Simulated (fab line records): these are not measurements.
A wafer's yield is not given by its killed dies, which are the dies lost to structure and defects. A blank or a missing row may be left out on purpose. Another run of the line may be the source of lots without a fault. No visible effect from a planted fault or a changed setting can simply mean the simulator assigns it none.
Matching of chambers ; flow n5Finfet ; N5_BEOL_M10_CURE_71 on uvCure-02: 3 sister chambers
The step cures SiCOH lowk, time 240 s. 18 wafers are shown with their chamber, then 9 later ones without.

WAFERS PAIRED WITH THEIR CHAMBERS
wafer;chamber;wafer_temp_C_max;lampPowerPct (%)
L082.1;1;387.0;52.35
L082.2;1;386.2;52.26
L082.4;1;386.5;52.28
L081.1;0;386.4;52.31
L081.2;0;386.9;52.36
L081.3;0;387.0;52.32
L081.4;0;386.0;52.30
L081.5;0;386.4;52.30
L081.6;0;386.8;52.26
L083.1;1;386.8;52.28
L083.4;1;386.3;52.35
L083.5;1;386.5;52.23
L080.1;2;386.8;52.37
L080.2;2;387.2;52.27
L080.6;2;386.9;52.34
L080.3;2;387.3;52.40
L080.4;2;387.2;52.30
L080.5;2;386.9;52.27

SIGNATURES (averages over the wafers above)
reading;chamber 0;chamber 1;chamber 2;scatter within a chamber
wafer_temp_C_max;386.583;386.550;387.050;0.305
lampPowerPct;52.3083;52.2917;52.3250;0.046
Rule: for a wafer and a chamber, the distance is found by dividing, reading by reading, the gap between the wafer's reading and the chamber's mean by the reading's scatter, squaring, summing and taking the root. If the next closest chamber is less than 2 further off than the closest, the wafer can't be placed; otherwise it belongs to the closest. The scatter: the root of (the sum of the squares of (reading less its chamber's mean) over the shown wafers, divided by (wafers less chambers)).

WAFERS WHOSE CHAMBER IS MISSING
wafer;wafer_temp_C_max;lampPowerPct (%)
L086.2;387.2;52.24
L086.3;386.4;52.26
L086.4;386.9;52.45
L091.2;386.1;52.30
L091.4;386.5;52.31
L091.5;386.6;52.30
L092.1;386.8;52.33
L092.2;386.5;52.32
L092.3;386.7;52.28

CHAMBER TAKEN BY EACH
wafer;from the rows above;in truth
L086.2;can't be placed: 2 or 1 or 0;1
L086.3;can't be placed: 1 or 0 or 2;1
L086.4;can't be placed: 2 or 0 or 1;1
L091.2;can't be placed: 1 or 0 or 2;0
L091.4;can't be placed: 0 or 1 or 2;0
L091.5;can't be placed: 0 or 1 or 2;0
L092.1;can't be placed: 2 or 0 or 1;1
L092.2;can't be placed: 0 or 1 or 2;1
L092.3;can't be placed: 1 or 0 or 2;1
Placed correctly: 0 of 9. From these rows, 9 cannot be placed; in 9 the true chamber is one of the candidates. 0 placed wrongly.
